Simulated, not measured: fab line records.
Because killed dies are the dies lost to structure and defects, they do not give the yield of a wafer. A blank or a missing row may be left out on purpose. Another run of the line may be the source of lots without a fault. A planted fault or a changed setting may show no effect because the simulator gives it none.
fab line records	flow n5-finfet
record: lots: 14	wafers: 39	last-day: 21
route steps=1938 shown SPACER0@258 SD_EPI_N@281 PASSIVATION@1936
lots that met no fault: taken from a fault-free run of the same line
start-h: hours from the record's first day to the start of the lot's first wafer shown	wait-h: how many hours have passed since the lot's step before this one	" unchanged from the row above	L1.1+2: a single row standing in for several wafers	- no value present, or no start provided	* or withheld: withheld	< > ~ a bound
route shown NAME@n: a module of which the file shows steps, and the number in the route of the first	usual: mean and standard deviation over wafers with no fault	same: alike in all rows	chamber/n: place in a boat	sites: per-site readings	_std_site: the values' standard deviation	_edge_site: the outer-site mean with the inner-site mean subtracted	radius-mm: how far each site lies from the wafer's centre	mask NAME#n: copy n	behind: the tool/chamber that last shaped the wafer	hold: what put the lot on hold/how long, in hours/how the hold closed	device: names the non-switching transistor (n, p or np)	end of line: the same wafers' tests at the end of the route	a step without rows: its recipe alone	killed: the dies lost at the first sort to structure and to defects; this is not the yield of the wafer	map: the dies of a wafer, with x for killed, . for not killed, _ for no die there
set.NAME: the setting that was run; set.NAME@STEP: the one run at that earlier step	model.NAME: the simulator's own value behind a step, which no gauge read
route steps across a sampled set of lots; one table per step, one row per wafer
services: a tool's chamber out of use, with start hour (start-h, from the record's first day; less than 0 if before it), hours out, and reason
== steps ==
step: N5_SPACER0_ALD_07
recipe: material: SiNx	target-thk-a: 20	temp-c: 400	ald-precursor-family: SiH2I2	ald-co-reactant: N2/H2-plasma	pressure-torr: 2
usual: heater-power-w: 838/61
lot.wafer	tool	chamber	start-h	wait-h	heater-power-w
L476.1	ald-sin-03	2	53.44	0.1	853
L476.4	"	3	"	"	892
L476.5	"	0	"	"	760
L477.2	ald-sin-04	0	58.65	0.0	742
L477.5	"	2	"	"	932
L477.6	"	3	"	"	797
L478.2	ald-sin-03	0	64.72	0.3	770
L478.6	"	0	"	"	779
L479.1	ald-sin-03	3	72.97	2.1	870
L479.4	"	1	"	"	821
L479.6	"	2	"	"	876
L480.2	ald-sin-04	0	77.33	0.6	777
L480.3	"	1	"	"	860
L480.4	"	3	"	"	822
L481.4	ald-sin-04	1	87.32	0.0	836
L481.5	"	2	"	"	937
L485.1	ald-sin-02	0	115.25	0.0	862
L485.3	"	1	"	"	878
L485.5	"	3	"	"	727
L486.2	ald-sin-02	2	119.81	0.0	818
L486.3	"	0	"	"	892
L486.6	"	2	"	"	849
L488.1	ald-sin-04	3	128.81	0.0	802
L488.2	"	1	"	"	843
L488.6	"	3	"	"	818
L490.1	ald-sin-04	1	138.06	0.0	841
L490.2	"	3	"	"	798
L490.5	"	2	"	"	917
L491.2	ald-sin-04	0	144.43	0.6	765
L491.6	"	2	"	"	963
L493.3	ald-sin-03	2	154.69	0.0	869
L493.5	"	2	"	"	893
L493.6	"	1	"	"	807
L497.1	ald-sin-04	1	179.59	0.0	855
L497.5	"	1	"	"	870
L497.6	"	0	"	"	798
L498.2	ald-sin-04	1	187.92	0.1	859
L498.3	"	3	"	"	801
L498.6	"	0	"	"	789
step: N5_SD_EPI_N_SD_RECESS_17
recipe: chemistry: HBr/Cl2/O2	target-depth-a: 410	mask-material: SOC	time-s: 23.7	bt-time-s: 3	pressure-mtorr: 10	icp-w: 800	bias-w: 112	HBr_flow_sccm: 150	Cl2_flow_sccm: 80	O2_flow_sccm: 12
usual: HBr_flow_sccm: 150.0/0.4	O2_flow_sccm: 12.00/0.037	drypump-motor-current-A: 5.9/0.41	oes_o_777_au: 1.005/0.019	oes-product-au: 0.996/0.018	throttle-valve-pct: 37.1/0.38
lot.wafer	tool	chamber	start-h	wait-h	HBr_flow_sccm	O2_flow_sccm	drypump-motor-current-A	oes_o_777_au	oes-product-au	rf-hours-counter-h	throttle-valve-pct
L476.1	rie-si-02	2	55.21	0.0	149.7	11.97	5.8	0.987	0.996	1	36.9
L476.4	"	1	"	"	149.5	11.94	6.0	0.983	0.988	66	37.1
L476.5	"	0	"	"	150.8	11.99	6.3	0.995	0.998	-	37.5
L477.2	rie-si-03	0	60.39	0.0	149.6	12.00	6.8	1.044	1.022	8	36.9
L477.5	"	3	"	"	149.7	11.97	5.3	1.008	0.997	-	37.0
L477.6	"	0	"	"	150.2	11.99	6.8	1.034	1.016	-	36.9
L478.2	rie-si-03	1	66.46	0.0	150.0	12.04	5.4	1.004	1.006	3	37.1
L478.6	"	3	"	"	149.6	12.04	5.3	1.005	1.003	-	37.0
L479.1	rie-si-01	2	74.62	0.0	149.5	11.93	6.1	1.001	0.988	62	36.9
L479.4	"	3	"	"	150.6	12.00	6.2	0.980	0.987	77	37.9
L479.6	"	0	"	"	150.1	11.94	5.8	1.018	0.983	-	36.4
L480.2	rie-si-03	2	79.07	0.0	150.0	12.00	5.8	1.011	0.963	69	36.9
L480.3	"	0	"	"	149.9	11.98	6.8	1.040	1.017	9	36.9
L480.4	"	0	"	"	150.0	11.97	6.8	1.035	1.015	-	36.9
L481.4	rie-si-01	0	89.06	0.0	149.8	12.01	5.9	1.012	0.985	149	36.4
L481.5	"	0	"	"	150.0	12.05	5.9	1.019	0.973	-	36.4
L485.1	rie-si-02	1	117.10	0.0	-	-	-	-	-	-	-
L485.3	"	0	"	"	-	-	-	-	-	-	-
L485.5	"	0	"	"	-	-	-	-	-	-	-
L486.2	rie-si-01	3	121.71	0.0	-	-	-	-	-	-	-
L486.3	"	2	"	"	-	-	-	-	-	-	-
L486.6	"	1	"	"	-	-	-	-	-	-	-
L488.1	rie-si-02	3	130.46	0.0	150.0	11.98	5.4	1.010	1.021	147	37.3
L488.2	"	2	"	"	149.8	12.02	5.8	0.990	0.994	3	37.0
L488.6	"	1	"	"	150.7	12.02	6.0	0.973	0.988	-	37.1
L490.1	rie-si-02	1	140.21	0.0	149.8	11.93	6.0	0.981	0.990	68	37.1
L490.2	"	0	"	"	150.3	12.01	6.3	0.984	1.007	120	37.5
L490.5	"	2	"	"	150.0	12.02	5.8	0.986	0.994	-	36.9
L491.2	rie-si-02	3	146.54	0.0	149.7	12.01	5.5	1.013	1.025	148	37.3
L491.6	"	0	"	"	150.4	12.05	6.3	0.983	1.002	-	37.5
L493.3	rie-si-03	3	156.70	0.0	150.6	12.00	5.3	1.016	0.991	123	37.0
L493.5	"	1	"	"	149.9	12.00	5.5	1.006	1.004	-	37.1
L493.6	"	0	"	"	149.9	11.96	6.8	1.051	1.010	-	36.9
L497.1	rie-si-01	1	181.74	0.0	149.5	12.00	5.9	1.019	1.028	73	37.1
L497.5	"	1	"	"	150.2	11.98	5.9	1.016	1.028	-	37.1
L497.6	"	2	"	"	150.5	12.00	6.1	1.005	0.989	-	36.9
L498.2	rie-si-01	2	189.66	0.0	150.3	12.04	6.1	1.002	0.987	64	36.9
L498.3	"	3	"	"	149.7	11.93	6.2	0.984	0.976	79	37.9
L498.6	"	2	"	"	150.2	12.00	6.2	1.005	0.984	-	36.9
step: N5_SD_EPI_N_VAPOR_ETCH_50
recipe: chemistry: HCl	target: Si	temp-c: 775	time-s: 54	pressure-torr: 20	mode: isotropic
usual: throttle-valve-pct: 12.0/0.37
lot.wafer	tool	chamber	start-h	wait-h	throttle-valve-pct
L476.1	epi-rpcvd-01	0	56.02	0.3	11.9
L476.4	"	0	"	"	11.8
L476.5	"	0	"	"	11.8
L477.2	epi-rpcvd-01	0	61.23	0.3	12.0
L477.5	"	0	"	"	12.1
L477.6	"	0	"	"	12.0
L478.2	epi-rpcvd-01	0	67.54	0.3	11.9
L478.6	"	0	"	"	12.0
L479.1	epi-rpcvd-01	0	75.45	0.3	11.7
L479.4	"	0	"	"	12.2
L479.6	"	0	"	"	11.9
L480.2	epi-rpcvd-03	0	79.91	0.3	11.4
L480.3	"	0	"	"	11.8
L480.4	"	0	"	"	11.5
L481.4	epi-rpcvd-03	0	89.96	0.2	11.6
L481.5	"	0	"	"	11.6
L485.1	epi-rpcvd-01	0	117.91	0.3	11.7
L485.3	"	0	"	"	12.2
L485.5	"	0	"	"	11.8
L486.2	epi-rpcvd-01	0	122.68	0.4	12.1
L486.3	"	0	"	"	11.8
L486.6	"	0	"	"	11.8
L488.1	epi-rpcvd-03	0	131.27	0.3	11.7
L488.2	"	0	"	"	11.4
L488.6	"	0	"	"	11.3
L490.1	epi-rpcvd-02	0	141.02	0.3	12.5
L490.2	"	0	"	"	12.5
L490.5	"	0	"	"	12.3
L491.2	epi-rpcvd-03	0	147.37	0.3	11.5
L491.6	"	0	"	"	11.3
L493.3	epi-rpcvd-01	0	157.71	0.3	12.0
L493.5	"	0	"	"	11.8
L493.6	"	0	"	"	11.8
L497.1	epi-rpcvd-03	0	182.54	0.3	11.4
L497.5	"	0	"	"	11.5
L497.6	"	0	"	"	11.4
L498.2	epi-rpcvd-01	0	190.63	0.4	12.0
L498.3	"	0	"	"	12.1
L498.6	"	0	"	"	11.9
step: N5_SD_EPI_N_LINER_46
recipe: material: SiNx	target-thk-a: 30	temp-c: 400	ald-precursor-family: SiH2I2	ald-co-reactant: N2/H2-plasma	pressure-torr: 2
usual: heater-power-w: 860/91
lot.wafer	tool	chamber	start-h	wait-h	heater-power-w
L476.1	ald-sin-04	0	58.22	0.2	769
L476.4	"	3	"	"	768
L476.5	"	0	"	"	763
L477.2	ald-sin-03	1	63.76	0.5	802
L477.5	"	1	"	"	819
L477.6	"	2	"	"	865
L478.2	ald-sin-03	2	69.74	0.1	851
L478.6	"	1	"	"	818
L479.1	ald-sin-04	0	77.86	0.4	763
L479.4	"	2	"	"	941
L479.6	"	0	"	"	754
L480.2	ald-sin-03	0	82.08	0.1	789
L480.3	"	1	"	"	818
L480.4	"	2	"	"	868
L481.4	ald-sin-04	1	92.29	0.3	836
L481.5	"	2	"	"	925
L485.1	ald-sin-03	3	120.10	0.2	886
L485.3	"	0	"	"	758
L485.5	"	2	"	"	879
L486.2	ald-sin-01	2	125.85	0.5	1102
L486.3	"	3	"	"	885
L486.6	"	3	"	"	896
L488.1	ald-sin-01	0	133.47	0.2	931
L488.2	"	2	"	"	1104
L488.6	"	0	"	"	940
L490.1	ald-sin-04	1	143.41	0.4	852
L490.2	"	2	"	"	907
L490.5	"	0	"	"	765
L491.2	ald-sin-04	1	149.76	0.4	815
L491.6	"	1	"	"	861
L493.3	ald-sin-03	1	160.59	0.2	793
L493.5	"	0	"	"	771
L493.6	"	3	"	"	884
L497.1	ald-sin-01	2	184.78	0.2	1078
L497.5	"	3	"	"	881
L497.6	"	1	"	"	741
L498.2	ald-sin-04	0	193.50	0.1	781
L498.3	"	3	"	"	801
L498.6	"	0	"	"	779
step: N5_PASSIVATION_PROBE_49
usual: defect-limited-yield: 91.1/1.4	killed_at_M0_to_M3: 34/9.6	killed_at_M4_up: 15/5.3	killed-at-contacts: 12/6.1	killed-at-front-end: 40/11	killed-at-other: 3.5/2.8	killed-dies: 105/17	killed-open: 70/12	killed-short: 34/7.7	sort_bin_4_leakage: 0.01/0.07	sort_bin_5_function: 5.2/0.97	sort_bin_6_memory: 3.4/0.62	sort_bin_8_speed: 0.00/0.023	sort-n-pass: 1075/17	sort-yield-pct: 91.1/1.4
same: gross-dies: 1180	killed-at-back-side: 0
lot.wafer	tool	chamber	start-h	wait-h	defect-limited-yield[%]	killed_at_M0_to_M3	killed_at_M4_up	killed-at-contacts	killed-at-front-end	killed-at-other	killed-dies	killed-open	killed-short	sort_bin_4_leakage[%]	sort_bin_5_function[%]	sort_bin_6_memory[%]	sort_bin_8_speed[%]	sort-n-pass	sort-yield-pct[%]
L477.2	prober-02	-	377.49	0.1	90.0	28	27	11	51	1	118	75	34	0.08	5.4	4.2	0	1061	89.9
L477.5	prober-02	-	377.64	0.2	91.4	41	14	12	31	3	101	56	40	0	5.1	2.9	0	1079	91.4
L477.6	prober-02	-	377.69	0.3	87.7	34	18	26	64	3	145	95	40	0	7.1	4.2	0	1035	87.7
L479.1	prober-02	-	391.38	0.0	91.2	33	19	14	31	7	104	75	29	0	5.3	3.3	0.08	1075	91.1
L479.4	prober-02	-	391.53	0.2	92.5	31	8	12	37	1	89	65	24	0	4.2	3.0	0	1091	92.5
L479.6	prober-02	-	391.63	0.3	92.2	38	8	4	38	4	92	63	29	0	4.1	3.6	0	1088	92.2
L481.4	prober-01	-	412.34	0.2	90.8	45	14	12	26	12	109	71	36	0	5.9	3.1	0	1071	90.8
L481.5	prober-01	-	412.39	0.2	89.6	52	10	14	43	4	123	81	41	0	5.8	4.2	0	1057	89.6
L490.1	prober-01	-	450.39	0.0	87.7	47	17	17	61	3	145	94	49	0	8.0	4.1	0	1035	87.7
L490.2	prober-01	-	450.44	0.1	94.2	23	17	11	18	0	69	47	21	0	2.9	2.6	0	1111	94.2
L490.5	prober-01	-	450.59	0.2	90.8	33	21	10	44	0	108	73	33	0	5.4	3.4	0	1072	90.8
L488.1	prober-01	-	454.47	0.3	89.6	48	15	27	33	0	123	92	31	0	6.4	3.9	0	1057	89.6
L488.2	prober-01	-	454.52	0.3	89.7	41	15	18	47	0	121	86	35	0	6.2	3.8	0	1059	89.7
L488.6	prober-01	-	454.72	0.5	90.5	42	17	21	29	3	112	78	34	0	5.3	4.2	0	1068	90.5
L491.2	prober-01	-	456.98	0.1	91.9	29	10	12	39	6	96	49	46	0	4.7	3.3	0	1084	91.9
L491.6	prober-01	-	457.18	0.3	91.4	32	18	9	36	6	101	67	34	0	5.4	3.0	0	1079	91.4
killed by level:class
L477.2 STI_FIN_REVEAL:geometric-particle:open=22 BEOL_M4:geometric-particle:open=15 BEOL_M2:geometric-particle:open=8 MOL_CONTACT_COAG:geometric-particle:open=7 GATE_CUT:geometric-particle:short=6 BEOL_M0_SAQP:geometric-particle:open=6 STARTING-WAFER:geometric-particle:short=5 GATE_CUT:geometric-particle:open=4
L477.5 BEOL_M0_SAQP:geometric-particle:short=13 BEOL_M0_SAQP:geometric-particle:open=12 MOL_CONTACT_COAG:geometric-particle:open=8 FIN_SAQP:geometric-particle:short=7 BEOL_M4:geometric-particle:open=6 STI_FIN_REVEAL:geometric-particle:open=5 GATE_CUT:geometric-particle:short=5 FIN_SAQP:geometric-particle:open=4
L477.6 STI_FIN_REVEAL:geometric-particle:open=37 MOL_CONTACT_COAG:geometric-particle:open=13 MOL_CONTACT_COAG:geometric-particle:short=12 BEOL_M2:geometric-particle:open=9 BEOL_M0_SAQP:geometric-particle:open=8 BEOL_M4:geometric-particle:open=8 BEOL_M0_SAQP:geometric-particle:short=7 HKMG_FIN:area-etch=7
L479.1 MOL_CONTACT_COAG:geometric-particle:open=12 BEOL_M1:geometric-particle:open=11 STI_FIN_REVEAL:geometric-particle:open=8 BEOL_M3:geometric-particle:short=8 BEOL_M4:geometric-particle:open=8 DUMMY_GATE:geometric-particle:open=7 BEOL_M0_SAQP:geometric-particle:short=4 MIM_TOP_ETCH:geometric-particle:open=4
L479.4 MOL_CONTACT_COAG:geometric-particle:open=10 STI_FIN_REVEAL:geometric-particle:open=9 FIN_SAQP:geometric-particle:open=6 BEOL_M1:geometric-particle:open=6 BEOL_M0_SAQP:geometric-particle:open=5 STI_FIN_REVEAL:geometric-particle:short=4 BEOL_M3:geometric-particle:short=4 STARTING-WAFER:geometric-particle:open=4
L479.6 STI_FIN_REVEAL:geometric-particle:open=11 BEOL_M1:geometric-particle:open=9 BEOL_M2:geometric-particle:open=6 BEOL_M0_SAQP:geometric-particle:open=6 BEOL_M4:geometric-particle:open=6 BEOL_M3:geometric-particle:open=5 FIN_SAQP:geometric-particle:short=4 FIN_SAQP:geometric-particle:open=4
L481.4 BEOL_M3:geometric-particle:open=12 BEOL_M4:geometric-particle:open=11 BEOL_M0_SAQP:geometric-particle:short=10 MOL_CONTACT_COAG:geometric-particle:open=10 BEOL_M1:geometric-particle:open=9 BEOL_M0_SAQP:geometric-particle:open=6 MIM_TOP_ETCH:geometric-particle:short=5 STI_FIN_REVEAL:geometric-particle:open=4
L481.5 BEOL_M0_SAQP:geometric-particle:short=15 STI_FIN_REVEAL:geometric-particle:open=14 MOL_CONTACT_COAG:geometric-particle:open=13 BEOL_M2:geometric-particle:open=11 BEOL_M0_SAQP:geometric-particle:open=9 GATE_CUT:geometric-particle:short=7 BEOL_M1:geometric-particle:open=6 BEOL_M3:geometric-particle:open=6
L490.1 FIN_SAQP:geometric-particle:short=25 FIN_SAQP:geometric-particle:open=17 MOL_CONTACT_COAG:geometric-particle:open=14 BEOL_M1:geometric-particle:open=14 BEOL_M0_SAQP:geometric-particle:open=12 BEOL_M4:geometric-particle:open=9 BEOL_M0_SAQP:geometric-particle:short=6 BEOL_M2:geometric-particle:short=6
L490.2 BEOL_M4:geometric-particle:open=12 MOL_CONTACT_COAG:geometric-particle:open=9 BEOL_M2:geometric-particle:open=8 FIN_SAQP:geometric-particle:short=5 BEOL_M0_SAQP:geometric-particle:short=5 BEOL_M1:geometric-particle:open=4 STARTING-WAFER:geometric-particle:open=3 FIN_SAQP:geometric-particle:open=2
L490.5 FIN_SAQP:geometric-particle:open=12 MOL_CONTACT_COAG:geometric-particle:open=9 BEOL_M2:geometric-particle:open=9 FIN_SAQP:geometric-particle:short=8 DUMMY_GATE:geometric-particle:open=7 BEOL_M0_SAQP:geometric-particle:open=7 GATE_CUT:geometric-particle:short=6 BEOL_M4:geometric-particle:open=6
L488.1 MOL_CONTACT_COAG:geometric-particle:open=23 STI_FIN_REVEAL:geometric-particle:open=10 BEOL_M1:geometric-particle:open=10 BEOL_M0:geometric-particle:open=7 BEOL_M0_SAQP:geometric-particle:short=7 BEOL_M4:geometric-particle:open=7 BEOL_M3:geometric-particle:open=6 BEOL_M2:geometric-particle:open=6
L488.2 MOL_CONTACT_COAG:geometric-particle:open=15 DUMMY_GATE:geometric-particle:open=12 BEOL_M4:geometric-particle:open=10 BEOL_M1:geometric-particle:open=8 BEOL_M0_SAQP:geometric-particle:open=8 BEOL_M3:geometric-particle:open=7 FIN_SAQP:geometric-particle:open=6 BEOL_M2:geometric-particle:open=6
L488.6 MOL_CONTACT_COAG:geometric-particle:open=20 BEOL_M2:geometric-particle:open=13 FIN_SAQP:geometric-particle:short=9 BEOL_M1:geometric-particle:open=9 BEOL_M4:geometric-particle:open=7 BEOL_M0_SAQP:geometric-particle:short=5 BEOL_M3:geometric-particle:open=5 FIN_SAQP:geometric-particle:open=3
L491.2 BEOL_M0_SAQP:geometric-particle:short=15 FIN_SAQP:geometric-particle:short=10 MOL_CONTACT_COAG:geometric-particle:open=8 BEOL_M0_SAQP:geometric-particle:open=7 STI_FIN_REVEAL:geometric-particle:open=6 STARTING-WAFER:geometric-particle:short=5 FIN_SAQP:geometric-particle:open=4 MOL_CONTACT_COAG:geometric-particle:short=4
L491.6 MOL_CONTACT_COAG:geometric-particle:open=9 BEOL_M2:geometric-particle:open=9 BEOL_M4:geometric-particle:open=9 FIN_SAQP:geometric-particle:short=7 STI_FIN_REVEAL:geometric-particle:open=6 BEOL_M0_SAQP:geometric-particle:short=6 FIN_SAQP:geometric-particle:open=5 BEOL_M3:geometric-particle:short=5
== services ==
tool	chamber	start-h	hours	kind
ald-sin-04	-	55.95	1.2	repair
epi-rpcvd-03	-	67.26	0.3	repair
rie-si-03	1	72.40	7.9	repair
ald-sin-01	-	79.38	14.6	pm
ald-sin-02	-	85.25	14.0	pm
ald-sin-02	0	85.25	14.0	vent-cycle
ald-sin-02	1	85.25	14.0	vent-cycle
rie-si-02	3	113.66	15.8	repair
rie-si-03	1	133.48	3.0	repair
rie-si-02	-	148.65	0.1	repair
ald-sin-02	3	153.43	5.9	repair
rie-si-02	0	154.09	8.8	repair
ald-sin-04	-	171.41	6.1	pm
ald-sin-03	-	176.77	14.0	pm
ald-sin-03	0	176.77	14.0	vent-cycle
ald-sin-03	1	176.77	14.0	vent-cycle
ald-sin-03	2	176.77	14.0	vent-cycle
ald-sin-03	3	176.77	14.0	vent-cycle
epi-rpcvd-02	-	189.61	2.8	pm
ald-sin-03	0	190.77	-	clean
ald-sin-03	1	190.77	-	clean
ald-sin-03	2	190.77	-	clean
ald-sin-03	3	190.77	-	clean
rie-si-01	-	191.85	2.8	pm
== key ==
first-sign: step: N5_SD_EPI_N_SD_RECESS_17	reading: tool-record	direction: missing
effect none on later readings
met-at N5_SD_EPI_N_SD_RECESS_17
struck-lots L485,L486
rows-end L485.1,L485.3,L485.5,L486.2,L486.3,L486.6
not-acting-at N5_SPACER0_ALD_07,N5_SD_EPI_N_VAPOR_ETCH_50,N5_SD_EPI_N_LINER_46
onset-between 89.06 117.10
fault: kind: skipped-step-whole	tool: rie-si-01,rie-si-02	chamber: -	onset-h: 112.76	steps: N5_SD_EPI_N_SD_RECESS_17	scope: struck-lots-only
rows-end: these wafers met a further fault down the route, and their rows from its step on are left out
